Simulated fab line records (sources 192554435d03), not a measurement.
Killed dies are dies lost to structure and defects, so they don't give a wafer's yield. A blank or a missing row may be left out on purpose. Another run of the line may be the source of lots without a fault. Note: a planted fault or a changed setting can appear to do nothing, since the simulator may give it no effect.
Comparing a struck lot with a sound one | flow n5 finfet | 16 out of 1938 route steps
Sound: the wafers L566.2, L566.3, L566.6. Struck: wafer L570.3 (L570.2, L570.5, from the same lot, were not struck and are left out); the cause is given at the end.
For every step that has rows: the tool of each side, followed by ch and its chambers, followed by its first start. Under that, the readings that differ: sound wafers | struck wafers | difference of the means | sigmas: that difference in standard deviations of wafers without a fault.
alike: readings with means less than 2 such deviations apart, plus words and numbers identical on both sides. not compared: withheld readings, readings lacking a value on some wafer, bounds such as >300 that could conceal the same value, and numbers that have no deviation in the record and whose values overlap.
The two part at a step that has a row with sigmas, a row that says differs or no value, or rows on one side only. When numbers do not overlap yet have no deviation, they are printed without sigmas and do not part them. Lack of a reading on every wafer of one side parts them only where that side has two or more wafers.

first, 8 steps without rows for these wafers: N5_HKMG_FIN_COAT_29 (time 60 s, resist thk 300 nm); N5_HKMG_FIN_COAT_30 (time 60 s, resist thk 35 nm); N5_HKMG_FIN_COAT_06 (resist thk 90 nm); N5_HKMG_FIN_EBR_08; N5_HKMG_FIN_SOFTBAKE_07 (time 60 s); N5_HKMG_FIN_EXPOSE_09 (exposes mask NWFM); N5_HKMG_FIN_PEB_10 (peb time 60 s); N5_HKMG_FIN_DEVELOP_11 (develop time 30 s).
N5_HKMG_FIN_CD_MEAS_12: target cd 92.8 nm.
  sound on cd sem-03 ch 0, day 4 17:07; struck on cd sem-01 ch 0, day 5 19:07
  alike: cd nm
N5_HKMG_FIN_OVL_MEAS_13:
  sound on overlay-01 ch 0, day 4 17:08; struck on overlay-01 ch 0, day 5 19:08
  alike: NWFM_OVL
N5_HKMG_FIN_INSPECT_14: inspects for defects (macro).
  sound on defect inspect-01, day 4 17:10; struck on defect inspect-02, day 5 19:10
  reading          | sound | struck | difference | sigmas
  raw defect count | 1 4 4 | 0      | -3         | -2
N5_HKMG_FIN_DESCUM_17: chemistry O2, time 7.9 s.
  sound on rie diel-01 ch 0,3, day 4 17:12; struck on rie diel-04 ch 3, day 5 19:12
  reading                         | sound          | struck | difference | sigmas
  drypump motor current A (A)     | 5.9 6.4 6.4    | 5.2    | -1.0       | -2
  showerhead plenum p Torr (Torr) | 2.07 2.17 2.17 | 1.99   | -0.15      | -2
  alike: o2 flow sccm, oes product au, rf vpp V, temp c, throttle valve pct
  not compared: rf hours counter h
N5_HKMG_FIN_ETCH_31: etches SiARC in CF4, target depth 45.5 nm, time 75.8 s.
  sound on rie diel-01 ch 0,3, day 4 17:14; struck on rie diel-04 ch 3, day 5 19:14
  reading                         | sound             | struck | difference | sigmas
  drypump motor current A (A)     | 5.9 6.3 6.4       | 5.2    | -1.0       | -2
  etch rf on time s (s)           | 74.0 77.6 76.9    | 94.7   | +18.5      | +10
  oes product au (a.u.)           | 0.90 0.64 0.63    | 0.54   | -0.18      | -2
  rf vpp V (V)                    | 184.1 185.2 185.5 | 182.5  | -2.4       | -2
  showerhead plenum p Torr (Torr) | 2.11 2.23 2.23    | 2.03   | -0.16      | -2
  alike: throttle valve pct
  not compared: rf hours counter h
N5_HKMG_FIN_ETCH_32: etches SOC in N2/H2, target depth 240 nm, time 300 s.
  sound on rie diel-01 ch 0,3, day 4 17:17; struck on rie diel-04 ch 3, day 5 19:17
  reading                         | sound             | struck | difference | sigmas
  drypump motor current A (A)     | 5.9 6.5 6.4       | 5.2    | -1.1       | -2
  rf vpp V (V)                    | 523.0 527.6 526.0 | 520.2  | -5.3       | -2
  showerhead plenum p Torr (Torr) | 2.48 2.63 2.63    | 2.40   | -0.18      | -2
  temp c (C)                      | 40.09 40.03 40.01 | 39.80  | -0.24      | -2
  alike: oes product au, throttle valve pct
  not compared: rf hours counter h
-- a jump in the record: the struck wafers' starts before and after are 6 days apart (it breaks off in module HKMG_FIN and resumes in module BEOL_M4, where the first step shown is number 1111 of the route) --
N5_BEOL_M4_RC_MEAS_101:
  sound on prober-02 ch 0, day 10 08:08; struck on prober-02 ch 0, day 11 20:35
  alike: DIBL_N, DIBL_P, IOFF_N, IOFF_P, ION_N, ION_P, SS_N, SS_P, VT_N, VT_P
-- record jumps: 4 days separate the struck wafers' starts on either side; left off in module BEOL_M4, taken up again in module PASSIVATION, whose first shown step is the route's number 1936 --
N5_PASSIVATION_PROBE_49:
  sound on prober-01, day 14 15:40; struck on prober-01, day 16 03:46
  reading         | sound  | struck | difference | sigmas
  killed at other | 11 5 8 | 0      | -8         | -3
  alike: defect limited yield, killed_at_M0_to_M3, killed_at_M4_up, killed at contacts, killed at front end, killed dies, killed open, killed short, sort_bin_5_function, sort_bin_6_memory, sort n pass, sort yield pct

## WHERE THEY PART
Last at N5_PASSIVATION_PROBE_49 as far as this record goes, first at N5_HKMG_FIN_INSPECT_14.

WHY: what the simulator had put in
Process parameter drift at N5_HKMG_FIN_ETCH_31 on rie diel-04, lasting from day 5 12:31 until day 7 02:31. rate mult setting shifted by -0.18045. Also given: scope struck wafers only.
